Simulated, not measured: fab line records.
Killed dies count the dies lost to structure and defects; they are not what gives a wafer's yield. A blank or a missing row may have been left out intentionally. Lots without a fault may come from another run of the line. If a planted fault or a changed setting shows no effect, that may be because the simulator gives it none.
Chamber matching	flow nand-harc	rie-diel-13 running NHARC_A_STAIRCASE_TRIM_187: 4 sister chambers
The step chemistry O2, time 211.2 s. 7 wafers are shown with their chamber, then 7 later ones without.

WAFERS PAIRED WITH THEIR CHAMBERS
wafer	chamber	showerhead-plenum-p-Torr (Torr)	oes-product-au (a.u.)
L119.5	2	3.37	1.012
L120.1	2	3.36	1.008
L132.2	3	3.49	0.985
L132.4	1	3.74	1.008
L132.6	0	3.50	1.006
L135.2	3	3.48	0.990
L135.3	1	3.74	1.015

WAFERS WITHOUT THEIR CHAMBER
wafer	showerhead-plenum-p-Torr (Torr)	oes-product-au (a.u.)
L135.5	3.49	1.001
L134.3	3.48	0.994
L134.4	3.34	1.009
L134.5	3.49	1.005
L136.2	3.49	1.006
L136.3	3.34	0.997
L136.5	3.49	1.001

CHAMBER TAKEN BY EACH
wafer	from the rows above	in truth
L135.5	can't be placed: 0 or 3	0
L134.3	3	3
L134.4	2	2
L134.5	0	0
L136.2	0	0
L136.3	2	2
L136.5	can't be placed: 0 or 3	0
Correctly placed: 5 of 7. These rows do not allow placing 2 (true chamber among the candidates in 2). Wrongly placed: 0.
How it was worked out, from the rows above alone: a wafer's distance from a chamber is the root of the sum, over the readings, of the square of ((its reading less the chamber's mean) divided by the reading's scatter). If the next closest chamber is less than 2 further off than the closest, the wafer can't be placed; otherwise it belongs to the closest. A chamber's mean is the mean of its shown wafers. The scatter: the root of (the sum of the squares of (reading less its chamber's mean) over the shown wafers, divided by (wafers less chambers)).
